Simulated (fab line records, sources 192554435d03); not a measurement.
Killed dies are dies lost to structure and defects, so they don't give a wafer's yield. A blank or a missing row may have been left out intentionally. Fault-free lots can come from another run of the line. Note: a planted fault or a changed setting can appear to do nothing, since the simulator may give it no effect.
fab line records    flow n5-finfet
record lots=10  wafers=27  last-day=17
route steps=1938 shown DUMMY_REMOVAL@381 HKMG_FIN@406 BEOL_M4@1111
lots with no fault: from the same line, run without faults
start-h: hours from the record's first day to the start of the lot's first wafer shown    wait-h: time in hours since the lot's previous step    " as in the row above    L1.1+2: one row covering several wafers at once    - no value, or no start given    * or withheld: withheld    < > ~ a bound
route shown NAME@n: a module of which the file shows steps, and the number in the route of the first    usual: mean/standard deviation of fault-free wafers    same: alike in all rows    chamber/n: place in a boat    sites: per-site readings    _std_site: standard deviation of those values    _edge_site: mean of outer sites minus mean of inner sites    radius-mm: for every site, how far away it sits from the centre of the wafer    mask NAME#n: copy n    behind: the tool/chamber that last shaped the wafer    hold: reason for holding the lot/hours on hold/outcome of the hold    device: the n, p or np transistor that did not switch    end of line: the same wafers' tests at the end of the route    step lacking rows: just its recipe    killed: count of dies lost to structure and defects at first sort (not the wafer's yield)    map: per-die view of a wafer (x killed, . not killed, _ where there is no die)
set.NAME: the run value of the setting; set.NAME@STEP: its run value at that earlier step    model.NAME: the simulator's own value behind a step, which no gauge read
the route's steps for a sample of lots (tables are steps, rows are wafers)
services: from which hour (start-h, from the record's first day; less than 0 if before it) a tool's chamber was out of use, for how many hours, and why
## steps
# step N5_DUMMY_REMOVAL_INSPECT_06
# recipe inspect-instrument=brightfield  mode=aei
# usual raw-defect-count=12/5.6
lot.wafer  tool               chamber  start-h  wait-h  raw-defect-count
L126.1     defect-inspect-02  -        76.58    0.0     12
L126.4     "                  -        "        "       6
L126.5     "                  -        "        "       11
L129.1     defect-inspect-02  -        98.95    0.0     14
L129.5     "                  -        "        "       13
L129.6     "                  -        "        "       31
L131.2     defect-inspect-01  -        108.17   0.0     8
L131.4     "                  -        "        "       12
L131.6     "                  -        "        "       5
L133.1     defect-inspect-01  -        114.95   0.0     20
L133.2     "                  -        "        "       12
L133.5     "                  -        "        "       12
L137.6     defect-inspect-02  -        140.06   0.0     7
L138.3     defect-inspect-01  -        142.74   0.0     12
L138.4     "                  -        "        "       7
L143.1     defect-inspect-02  -        174.62   0.0     21
L143.4     "                  -        "        "       38
L143.5     "                  -        "        "       21
L145.1     defect-inspect-02  -        189.02   0.0     5
L145.4     "                  -        "        "       16
L145.6     "                  -        "        "       7
L147.3     defect-inspect-01  -        198.57   0.0     13
L147.5     "                  -        "        "       21
L147.6     "                  -        "        "       21
L148.1     defect-inspect-02  -        205.02   0.0     5
L148.3     "                  -        "        "       7
L148.5     "                  -        "        "       24
# step N5_HKMG_FIN_ETCH_58
# recipe chemistry=N2/H2  target=SOC  target-depth-a=2158  ion-energy-ev=50  bias-w=13  time-s=741  pressure-mtorr=30  source-w=875  n2-flow-sccm=200  h2-flow-sccm=200
# usual bias-w=13.01/0.035  drypump-motor-current-A=5.8/0.46  oes-product-au=0.80/0.074  rf-vpp-V=99.3/1  showerhead-plenum-p-Torr=2.56/0.089  throttle-valve-pct=17.84/0.28
lot.wafer  tool         chamber  start-h  wait-h  bias-w  drypump-motor-current-A  oes-product-au  rf-hours-counter-h  rf-vpp-V  showerhead-plenum-p-Torr  throttle-valve-pct
L126.1     rie-diel-06  1        78.41    0.0     12.98   5.8                      0.88            49                  98.7      2.48                      18.02
L126.4     "            3        "        "       12.97   5.5                      0.90            51                  100.1     2.58                      17.56
L126.5     "            2        "        "       12.94   6.9                      0.77            -                   99.5      2.54                      18.04
L129.1     rie-diel-03  1        100.73   0.0     13.01   5.8                      0.96            6                   100.5     2.70                      17.32
L129.5     "            1        "        "       12.96   5.8                      0.96            -                   101.3     2.70                      17.32
L129.6     "            0        "        "       12.97   6.0                      0.74            -                   100.4     2.63                      18.10
L131.2     rie-diel-03  2        109.94   0.0     13.03   5.6                      0.82            81                  100.7     2.68                      17.78
L131.4     "            3        "        "       13.04   5.1                      0.72            195                 98.6      2.42                      17.92
L131.6     "            0        "        "       12.96   6.0                      0.73            -                   99.9      2.63                      18.10
L133.1     rie-diel-03  0        116.57   0.0     13.06   6.0                      0.73            200                 99.9      2.63                      18.13
L133.2     "            3        "        "       12.98   5.1                      0.72            199                 96.7      2.41                      17.90
L133.5     "            2        "        "       13.01   5.7                      0.83            -                   98.2      2.68                      17.79
L137.6     rie-diel-01  1        142.22   0.2     13.01   5.5                      0.84            -                   99.8      2.57                      17.37
L138.3     rie-diel-06  1        144.39   0.0     13.00   5.8                      0.85            71                  100.2     2.47                      18.06
L138.4     "            2        "        "       13.01   6.9                      0.75            164                 99.6      2.53                      18.05
L143.1     rie-diel-01  0        176.61   0.0     12.99   5.4                      0.90            34                  99.2      2.49                      18.18
L143.4     "            2        "        "       13.00   5.9                      0.73            188                 98.3      2.64                      18.13
L143.5     "            2        "        "       12.99   5.9                      0.73            -                   101.2     2.64                      18.13
L145.1     rie-diel-06  1        190.72   0.0     12.98   5.8                      0.82            85                  97.3      2.46                      18.06
L145.4     "            0        "        "       13.05   5.8                      0.76            142                 97.8      2.55                      17.84
L145.6     "            3        "        "       12.97   5.4                      0.84            -                   100.5     2.57                      17.62
L147.3     rie-diel-01  1        200.49   0.0     13.03   5.5                      0.82            115                 99.8      2.56                      17.43
L147.5     "            1        "        "       13.06   5.6                      0.81            -                   98.9      2.56                      17.43
L147.6     "            0        "        "       12.98   5.5                      0.88            -                   99.0      2.49                      18.21
L148.1     rie-diel-06  3        206.89   0.0     12.97   5.4                      0.84            96                  99.6      2.57                      17.64
L148.3     "            2        "        "       13.00   6.8                      0.74            188                 98.6      2.52                      18.11
L148.5     "            3        "        "       12.94   5.4                      0.85            -                   98.6      2.57                      17.64
# step N5_HKMG_FIN_ETCH_35
# recipe chemistry=N2/H2  target=SOC  target-depth-a=2158  ion-energy-ev=65  bias-w=5  source-w=3000  time-s=243.4  pressure-mtorr=30  n2-flow-sccm=200  h2-flow-sccm=200
# usual bias-w=5.000/0.015  drypump-motor-current-A=5.8/0.4  oes-product-au=0.81/0.079  rf-vpp-V=141.8/0.96  showerhead-plenum-p-Torr=2.55/0.069  throttle-valve-pct=17.9/0.31
lot.wafer  tool         chamber  start-h  wait-h  bias-w  drypump-motor-current-A  oes-product-au  rf-hours-counter-h  rf-vpp-V  showerhead-plenum-p-Torr  throttle-valve-pct
L126.1     rie-diel-01  3        81.87    0.0     4.999   6.1                      0.68            231                 141.7     2.50                      17.7
L126.4     "            3        "        "       5.006   6.1                      0.69            -                   141.9     2.51                      17.7
L126.5     "            1        "        "       5.001   5.5                      0.87            -                   142.7     2.58                      17.4
L129.1     rie-diel-01  3        104.10   0.0     4.983   6.1                      0.67            241                 142.1     2.50                      17.7
L129.5     "            0        "        "       4.987   5.5                      0.96            -                   141.3     2.51                      18.2
L129.6     "            1        "        "       5.005   5.5                      0.85            -                   143.2     2.57                      17.4
L131.2     rie-diel-01  3        113.37   0.0     5.007   6.2                      0.67            241                 140.2     2.50                      17.7
L131.4     "            0        "        "       5.005   5.5                      0.95            8                   140.8     2.50                      18.2
L131.6     "            3        "        "       5.006   6.2                      0.67            -                   141.5     2.50                      17.7
L133.1     rie-diel-03  0        120.30   0.0     4.987   6.0                      0.72            201                 142.4     2.62                      18.2
L133.2     "            3        "        "       5.001   5.1                      0.71            200                 140.3     2.41                      18.0
L133.5     "            3        "        "       5.027   5.1                      0.72            -                   140.0     2.41                      18.0
L137.6     rie-diel-01  2        145.97   0.1     5.303   5.9                      0.74            -                   146.6     2.65                      18.1
L138.3     rie-diel-01  0        147.72   0.0     4.986   5.5                      0.90            21                  141.9     2.50                      18.2
L138.4     "            2        "        "       5.268   5.9                      0.75            -                   148.5     2.65                      18.2
L143.1     rie-diel-06  1        180.28   0.0     4.980   5.8                      0.83            81                  141.0     2.46                      18.1
L143.4     "            3        "        "       5.007   5.4                      0.85            86                  141.9     2.57                      17.7
L143.5     "            1        "        "       5.006   5.8                      0.83            -                   141.7     2.46                      18.1
L145.1     rie-diel-06  1        194.13   0.0     5.004   5.8                      0.82            86                  140.4     2.46                      18.1
L145.4     "            2        "        "       4.976   6.9                      0.74            181                 141.4     2.52                      18.2
L145.6     "            2        "        "       4.976   6.9                      0.73            -                   142.4     2.52                      18.1
L147.3     rie-diel-06  0        203.87   0.0     4.977   5.8                      0.75            146                 141.3     2.55                      17.9
L147.5     "            1        "        "       4.986   5.7                      0.82            -                   140.5     2.46                      18.1
L147.6     "            2        "        "       5.026   6.8                      0.75            -                   141.0     2.52                      18.1
L148.1     rie-diel-03  1        210.22   0.0     4.991   5.8                      0.87            43                  142.8     2.69                      17.4
L148.3     "            0        "        "       5.001   6.0                      0.71            232                 143.4     2.61                      18.2
L148.5     "            0        "        "       5.013   6.0                      0.71            -                   141.6     2.61                      18.2
# step N5_HKMG_FIN_ETCH_86
# recipe chemistry=N2/H2  target=SOC  target-depth-a=3932  stop-on=TiN  ion-energy-ev=100  bias-w=61  pressure-mtorr=30  source-w=850  n2-flow-sccm=200  h2-flow-sccm=200
# usual bias-w=60.99/0.17  drypump-motor-current-A=5.8/0.41  oes-product-au=0.79/0.075  rf-vpp-V=241.1/1.4  showerhead-plenum-p-Torr=2.58/0.092  throttle-valve-pct=17.83/0.29
lot.wafer  tool         chamber  start-h  wait-h  bias-w  drypump-motor-current-A  oes-product-au  rf-hours-counter-h  rf-vpp-V  showerhead-plenum-p-Torr  throttle-valve-pct
L126.1     rie-diel-06  2        82.89    -       61.13   6.8                      0.77            143                 240.9     2.54                      18.04
L126.4     "            0        "        "       60.98   5.8                      0.78            106                 239.8     2.57                      17.81
L126.5     "            2        "        "       60.71   6.8                      0.77            -                   241.0     2.54                      18.04
L129.1     rie-diel-06  3        105.12   -       60.89   5.4                      0.87            60                  241.4     2.58                      17.60
L129.5     "            3        "        "       61.34   5.4                      0.87            -                   240.6     2.58                      17.61
L129.6     "            0        "        "       61.35   5.7                      0.77            -                   240.7     2.56                      17.81
L131.2     rie-diel-03  3        114.38   -       61.02   5.1                      0.72            197                 239.2     2.42                      17.92
L131.4     "            1        "        "       60.92   5.8                      0.94            11                  243.7     2.70                      17.36
L131.6     "            0        "        "       60.77   6.0                      0.72            -                   240.8     2.63                      18.14
L133.1     rie-diel-03  3        121.65   -       60.89   5.1                      0.72            200                 238.4     2.41                      17.93
L133.2     "            0        "        "       61.30   6.0                      0.73            201                 241.6     2.62                      18.16
L133.5     "            1        "        "       60.86   5.8                      0.94            -                   242.3     2.70                      17.34
L137.6     rie-diel-06  3        147.03   -       60.95   5.4                      0.85            -                   242.6     2.57                      17.62
L138.3     rie-diel-03  0        148.78   -       60.72   6.0                      0.72            211                 242.0     2.62                      18.17
L138.4     "            1        "        "       60.67   5.8                      0.91            23                  243.3     2.70                      17.38
L143.1     rie-diel-06  1        181.33   -       60.53   5.8                      0.82            82                  240.4     2.46                      18.11
L143.4     "            3        "        "       60.71   5.4                      0.83            86                  240.1     2.57                      17.64
L143.5     "            0        "        "       61.05   5.8                      0.76            -                   239.9     2.55                      17.86
L145.1     rie-diel-03  2        195.14   -       60.94   5.7                      0.79            111                 241.3     2.67                      17.88
L145.4     "            3        "        "       61.16   5.1                      0.69            225                 238.4     2.40                      17.98
L145.6     "            0        "        "       60.84   6.0                      0.71            -                   241.6     2.61                      18.18
L147.3     rie-diel-01  1        204.90   -       61.15   5.5                      0.80            117                 241.2     2.56                      17.44
L147.5     "            2        "        "       61.14   5.9                      0.71            -                   241.6     2.64                      18.15
L147.6     "            3        "        "       61.17   6.1                      0.90            -                   239.7     2.49                      17.30
L148.1     rie-diel-03  0        211.34   -       61.11   6.0                      0.70            233                 242.5     2.61                      18.21
L148.3     "            1        "        "       60.99   5.8                      0.87            43                  242.6     2.69                      17.41
L148.5     "            3        "        "       60.99   5.1                      0.70            -                   240.2     2.40                      17.98
# step N5_BEOL_M4_RC_MEAS_101
# usual DIBL_N=36.3/1.2  DIBL_P=36.3/1.4  IOFF_N=0.157/0.02  IOFF_P=0.22/0.033  ION_N=675/9.6  ION_P=465/8.2  SS_N=71.4/0.45  SS_P=73.3/0.54  VT_N=249.8/2.5  VT_P=-249/3.2
lot.wafer  tool       chamber  start-h  wait-h  DIBL_N[mV/V]  DIBL_P[mV/V]  IOFF_N[nA/um]  IOFF_P[nA/um]  ION_N[uA/um]  ION_P[uA/um]  SS_N[mV/dec]  SS_P[mV/dec]  VT_N[mV]  VT_P[mV]
L126.1     prober-01  0        170.35   0.0     37.2          38.5          0.169          0.23           681           466           71.4          72.8          246.2     -249
L126.4     "          0        "        "       36.6          37.3          0.150          0.21           676           467           71.6          72.7          249.8     -251
L126.5     "          0        "        "       35.3          36.4          0.137          0.20           661           457           71.5          73.0          251.9     -252
L129.1     prober-01  0        215.64   0.0     36.5          35.2          0.145          0.20           677           465           71.7          73.1          253.5     -251
L129.5     "          0        "        "       37.5          37.4          0.176          0.24           690           477           71.7          73.4          246.0     -247
L129.6     "          0        "        "       36.6          34.6          0.138          0.19           674           460           71.2          73.4          252.7     -251
L131.2     prober-02  0        231.51   0.2     37.3          37.8          0.178          0.22           683           471           72.2          72.9          244.7     -250
L131.4     "          0        "        "       37.8          38.3          0.186          0.24           679           472           72.5          73.4          248.3     -250
L131.6     "          0        "        "       36.0          35.7          0.139          0.19           670           463           71.3          72.7          251.5     -252
L133.1     prober-02  0        234.49   0.0     37.6          37.5          0.184          0.22           686           470           71.3          73.1          244.6     -247
L133.2     "          0        "        "       35.8          34.8          0.135          0.17           662           449           71.1          72.5          250.2     -251
L133.5     "          0        "        "       35.3          34.3          0.135          0.17           664           458           71.0          72.0          251.1     -251
L137.6     prober-01  0        264.45   0.8     36.8          36.2          0.153          0.18           665           451           72.0          73.3          250.3     -254
L138.3     prober-01  0        269.74   0.3     35.8          36.4          0.173          0.24           680           472           71.3          73.9          249.2     -245
L138.4     "          0        "        "       36.2          36.6          0.173          0.23           677           465           71.1          72.8          247.7     -246
L143.1     prober-02  0        299.64   0.0     35.0          35.0          0.143          0.25           674           464           72.2          73.6          251.8     -248
L143.4     "          0        "        "       35.3          35.0          0.149          0.23           677           472           71.7          73.6          252.1     -247
L143.5     "          0        "        "       34.5          33.3          0.137          0.21           687           473           71.4          73.2          250.9     -248
L145.1     prober-02  0        300.57   0.2     35.0          35.5          0.126          0.18           653           459           70.5          72.8          254.0     -251
L145.4     "          0        "        "       35.4          36.4          0.127          0.19           661           460           71.3          73.2          254.7     -251
L145.6     "          0        "        "       34.6          35.6          0.115          0.18           658           459           70.8          73.1          254.7     -252
L148.1     prober-01  0        307.20   0.0     35.7          36.1          0.147          0.25           673           469           71.2          73.3          249.2     -246
L148.3     "          0        "        "       37.4          37.9          0.182          0.28           675           473           71.5          74.0          246.1     -245
L148.5     "          0        "        "       36.5          36.6          0.170          0.26           667           464           71.8          73.9          247.4     -246
L147.3     prober-02  0        315.34   0.3     37.2          37.3          0.186          0.26           691           481           71.4          74.0          247.1     -246
L147.5     "          0        "        "       37.1          36.7          0.174          0.25           683           473           71.6          74.1          249.6     -247
L147.6     "          0        "        "       35.9          34.6          0.154          0.22           689           474           70.7          73.9          253.2     -250
## services
tool         chamber  start-h  hours  kind
rie-diel-03  3        57.16    4.1    repair
rie-diel-03  -        65.58    0.2    repair
rie-diel-01  0        70.33    -      clean
rie-diel-01  0        70.33    -      consumable-replace:focus-ring
rie-diel-01  0        70.33    22.1   scheduled-down
rie-diel-01  0        70.33    22.1   vent-cycle
rie-diel-03  1        71.21    -      clean
rie-diel-03  1        71.21    -      consumable-replace:focus-ring
rie-diel-03  1        71.21    -      consumable-replace:showerhead
rie-diel-03  1        71.21    12.9   scheduled-down
rie-diel-03  1        71.21    12.9   vent-cycle
rie-diel-01  3        105.15   7.8    repair
rie-diel-01  3        137.44   -      clean
rie-diel-01  3        137.44   -      consumable-replace:focus-ring
rie-diel-01  3        137.44   23.2   scheduled-down
rie-diel-01  3        137.44   23.2   vent-cycle
rie-diel-06  -        174.50   0.2    repair
rie-diel-03  1        191.39   1.3    repair
## key
first-sign step=N5_HKMG_FIN_ETCH_35  reading=bias-w  direction=up  sigmas=19  usual=*  struck=*
effect step=N5_HKMG_FIN_ETCH_35  reading=rf-vpp-V  direction=up  sigmas=6.1  usual=141.8  struck=147.6
met-at N5_HKMG_FIN_ETCH_35
struck-lots L137,L138
struck-wafers L137.6,L138.4
rows-end L138.4
not-acting-at N5_DUMMY_REMOVAL_INSPECT_06,N5_HKMG_FIN_ETCH_58,N5_HKMG_FIN_ETCH_86
fault kind=process-parameter-drift  tool=rie-diel-01  chamber=2  onset-h=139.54  steps=N5_HKMG_FIN_ETCH_35  channel=bias-w  offset=*  shape=step  acts-in=*  stated=*
# rows-end: these wafers met a further fault down the route, and their rows from its step on are left out
